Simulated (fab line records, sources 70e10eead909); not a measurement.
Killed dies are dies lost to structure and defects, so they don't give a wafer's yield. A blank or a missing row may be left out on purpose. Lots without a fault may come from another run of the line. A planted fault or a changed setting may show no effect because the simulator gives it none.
Chamber matching | flow nand_harc | NHARC_A_BONDPAD_STRIP_15 on rie_diel-11: 4 sister chambers
The step strips in O2. 8 wafers are shown with their chamber, then 7 later ones without.

WAFERS WITH THEIR CHAMBER
wafer  | chamber | drypump_motor_current_A (A) | showerhead_plenum_p_Torr (Torr)
L847.3 | 1       | 6.0                         | 3.58
L849.6 | 3       | 6.2                         | 3.69
L851.1 | 2       | 5.4                         | 3.60
L862.1 | 0       | 5.8                         | 3.44
L862.3 | 1       | 6.0                         | 3.57
L862.4 | 2       | 5.3                         | 3.58
L861.1 | 0       | 5.8                         | 3.44
L861.2 | 3       | 6.2                         | 3.67

WAFERS WITHOUT THEIR CHAMBER
wafer  | drypump_motor_current_A (A) | showerhead_plenum_p_Torr (Torr)
L861.4 | 5.4                         | 3.58
L865.3 | 6.2                         | 3.67
L865.4 | 6.0                         | 3.56
L865.6 | 6.2                         | 3.67
L868.2 | 5.8                         | 3.44
L868.3 | 6.0                         | 3.56
L868.4 | 5.4                         | 3.58

WHICH CHAMBER EACH WENT THROUGH
wafer  | from the rows above | in truth
L861.4 | 2                   | 2
L865.3 | 3                   | 3
L865.4 | 1                   | 1
L865.6 | 3                   | 3
L868.2 | 0                   | 0
L868.3 | 1                   | 1
L868.4 | 2                   | 2
Placed correctly: 7 of 7. Can't be placed from these rows: 0. Placed wrongly: 0.
How it was worked out, from the rows above alone: a wafer's distance from a chamber is the root of the sum, over the readings, of the square of ((its reading less the chamber's mean) divided by the reading's scatter). The wafer belongs to the nearest chamber; if the next one is less than 2 further off, it can't be placed. A chamber's mean is the mean of its shown wafers. The scatter: the root of (the sum of the squares of (reading less its chamber's mean) over the shown wafers, divided by (wafers less chambers)).
